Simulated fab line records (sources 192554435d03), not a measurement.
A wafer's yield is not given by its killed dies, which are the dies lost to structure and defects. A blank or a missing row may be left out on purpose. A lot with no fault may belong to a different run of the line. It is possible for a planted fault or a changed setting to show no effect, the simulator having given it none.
Chamber matching ; flow n5 finfet ; rie diel-01 running N5_BEOL_M3_STRIP_19: 4 sister chambers
The step strips in O2. 4 wafers are shown with their chamber, then 11 later ones without.

EACH WAFER AND ITS CHAMBER
wafer;chamber;drypump motor current A (A)
L083.1;1;5.2
L083.2;3;6.4
L083.3;2;6.1
L083.4;0;4.7

WAFERS WITHOUT THEIR CHAMBER
wafer;drypump motor current A (A)
L083.5;5.2
L083.6;4.8
L092.1;6.4
L092.2;5.2
L092.3;6.1
L096.2;5.2
L096.4;6.4
L096.6;6.1
L097.3;6.1
L097.5;4.7
L097.6;5.2

CHAMBER TAKEN BY EACH
wafer;from the rows above;in truth
L083.5;1;1
L083.6;0;0
L092.1;3;3
L092.2;1;1
L092.3;2;2
L096.2;1;1
L096.4;3;3
L096.6;2;2
L097.3;2;2
L097.5;0;0
L097.6;1;1
Placed correctly: 11 of 11. Left unplaced by these rows: 0. 0 placed wrongly.
How it was worked out, from the rows above alone: a wafer's distance from a chamber is the root of the sum, over the readings, of the square of ((its reading less the chamber's mean) divided by the reading's scatter). If the next closest chamber is less than 2 further off than the closest, the wafer can't be placed; otherwise it belongs to the closest. For every chamber, the mean is computed from those of its wafers that are shown. The scatter: root of mean squared gap, hidden wafer to nearest shown wafer, with one shown wafer a chamber.
